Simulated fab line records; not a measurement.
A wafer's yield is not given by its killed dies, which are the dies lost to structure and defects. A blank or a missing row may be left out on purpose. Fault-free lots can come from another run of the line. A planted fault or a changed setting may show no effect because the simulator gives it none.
The tool behind it: which one? | flow nandHarc | 21 wafers from 7 lots sampled at 2 of the route's 1302 steps

== WHAT THE GAUGES READ, wafer by wafer ==
NHARC_A_SLIT_CD_MEAS_21.
lot  | measured     | on       | cdNm (nm)
L528 | day 19 22:26 | cdSem-02 | 288.1 290.0 289.6
L540 | day 23 09:58 | cdSem-03 | 288.7 288.9 289.1
L543 | day 25 01:46 | cdSem-02 | 289.9 289.2 289.9
L545 | day 25 17:36 | cdSem-02 | 289.7 290.7 290.1
L547 | day 26 08:31 | cdSem-02 | 289.7 290.2 289.3
L548 | day 27 18:53 | cdSem-03 | 289.8 289.8 290.1
L550 | day 28 20:26 | cdSem-02 | 288.5 288.5 289.5

== WHICH TOOL RAN EACH LOT (tool, then ch and the chambers of the sampled wafers, then the start) ==
lot  | NHARC_A_SLIT_ETCH_29
L528 | rieDiel-12 ch 2,3, day 19 21:54
L540 | rieDiel-10 ch 1,2, day 23 09:25
L543 | rieDiel-06 ch 0,1,3, day 25 01:15
L545 | rieDiel-10 ch 1,2,3, day 25 17:05
L547 | rieDiel-06 ch 1,2,3, day 26 07:59
L548 | rieDiel-10 ch 0,1, day 27 18:21
L550 | rieDiel-10 ch 1,2,3, day 28 19:54
- NHARC_A_SLIT_ETCH_29: etches the open film in CF4/O2, target depth 100 nm, overetch 10 nm, time 55 s.

== THE ANSWER, worked out from the rows above alone ==
Rule: what is usual is taken from the lots themselves. The widest of any qualifying gaps counts: lots, ordered by their means at a reading, are off when they make up no more than a third of the lots, leave a main group of 4 or more, and stand apart from it by 3 or more times the standard deviation of that group's means. If all means in a main group match to the digits the tables above print for the reading, that group is not used. Also off: a lot with no number at a reading for which 4 or more lots have one. The other lots that the step has rows for count as sound.
None of the lots is off at any reading shown; this tells nothing.

== WHAT THE SIMULATOR PUT IN ==
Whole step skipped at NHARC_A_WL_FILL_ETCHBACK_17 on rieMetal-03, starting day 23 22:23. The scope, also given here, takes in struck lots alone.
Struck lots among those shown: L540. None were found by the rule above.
